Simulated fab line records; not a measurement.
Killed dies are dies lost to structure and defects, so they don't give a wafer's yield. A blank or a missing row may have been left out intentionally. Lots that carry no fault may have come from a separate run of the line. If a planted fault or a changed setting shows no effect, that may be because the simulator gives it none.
Split-lot experiment -- flow n5-finfet -- 21 wafers read from 7 lots, route of 1938 steps

SPLIT DETAILS
At N5_BEOL_M12_DEP_53 (deposits SiCN from 3MS/NH3, target thk 30 nm, time 10.5 s), the setting time-s was moved away from the recipe's 10.5 s on 7 of the 21 wafers read, by -13.1% to +10.6%. The other wafers ran this setting at the recipe's value.

The split's own step is where the reading is taken.

THE READING
SiCN_of_BEOL_M12_DEP_53.thk-nm (the simulator's own value, which no gauge read), in nm, at N5_BEOL_M12_DEP_53 (deposits SiCN from 3MS/NH3, target thk 30 nm, time 10.5 s). There is no usual value for it anywhere in the file. The 14 wafers here that ran the recipe average 30.1 nm, standard deviation 0.4 nm.

wafer,"tool, chamber at the split","time-s as run, s",against the recipe,"SiCN_of_BEOL_M12_DEP_53.thk-nm, nm",against lot-mates on the recipe
L075.2,"pecvd-01, 1",11.42,+8.8%,32.2,+2.2
L075.3,"pecvd-01, 2",10.5,recipe,29.8,-
L075.4,"pecvd-01, 2",10.5,recipe,30.2,-
L077.3,"pecvd-01, 0",10.5,recipe,30.2,-
L077.4,"pecvd-01, 2",11.61,+10.6%,33.6,+3.1
L077.6,"pecvd-01, 1",10.5,recipe,30.8,-
L080.3,"pecvd-01, 0",11.22,+6.9%,31.6,+1.0
L080.4,"pecvd-01, 1",10.5,recipe,30.8,-
L080.6,"pecvd-01, 0",10.5,recipe,30.4,-
L084.1,"pecvd-01, 2",9.129,-13.1%,25.8,no lot-mate on the recipe
L084.3,"pecvd-01, 1",9.129,-13.1%,25.6,no lot-mate on the recipe
L084.5,"pecvd-01, 2",9.129,-13.1%,26.2,no lot-mate on the recipe
L092.1,"pecvd-02, 1",11.04,+5.1%,31,+1.0
L092.3,"pecvd-02, 2,1",10.5,recipe,30,-
L092.6,"pecvd-02, 2,1",10.5,recipe,30,-
L095.1,"pecvd-02, 1",10.5,recipe,30.2,-
L095.3,"pecvd-02, 0",10.5,recipe,29.8,-
L095.6,"pecvd-02, 2",10.5,recipe,30.4,-
L096.2,"pecvd-01, 2",10.5,recipe,29.6,-
L096.3,"pecvd-01, 0",10.5,recipe,29.4,-
L096.4,"pecvd-01, 1",10.5,recipe,30.4,-
Rows listing several chambers each stand for several wafers; the file does not say which wafer went through which chamber.

THE FIT
A straight line over all 21 wafers: SiCN_of_BEOL_M12_DEP_53.thk-nm changes by +0.304 nm for each +1% of time-s; r = +0.98; the points scatter about the line by 0.44 nm.
The same after taking each lot's own level away (the mean of its wafers on the recipe; 18 wafers): +0.247 nm for each +1%; r = +0.93; scatter 0.34 nm.
The reading moves by 3.2 nm for the largest change in time-s, on that fit.
Measured against the standard deviation above, the lots' own levels, which go from 29.80 to 30.60 nm, span 2.0 times it.
Thus the slope moves with the lot-to-lot level: the two fits are different.
Check: with one of the wafers moved furthest among these (+10.6%) left out of the fit, the line predicts +2.2 nm for it against its lot-mates. It came out at +3.1 nm against them.

OTHER SPLITS APPLIED TO THESE WAFERS
Other splits were also applied to these wafers ahead of the reading. Each is held against what the fit with the lots' levels taken away leaves over:
other split on the same wafers,wafers away from the commonest value,r with SiCN_of_BEOL_M12_DEP_53.thk-nm (lot level and that fit taken away)
N5_BEOL_M10_HM_DEP_02 target-thk-a,4,+0.18
N5_BEOL_M10_DEP_56 time-s,7,-0.18
N5_BEOL_M11_DESCUM_16 time-s,6,+0.31
N5_BEOL_M11_COAT_64 spin-rpm,8,+0.23
N5_BEOL_M12_SPUTTER_43 power-w,4,+0.32

FILE'S OWN FIT
SiCN_of_BEOL_M12_DEP_53.thk-nm changes by +0.244 nm for each +1% of time-s, r = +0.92.
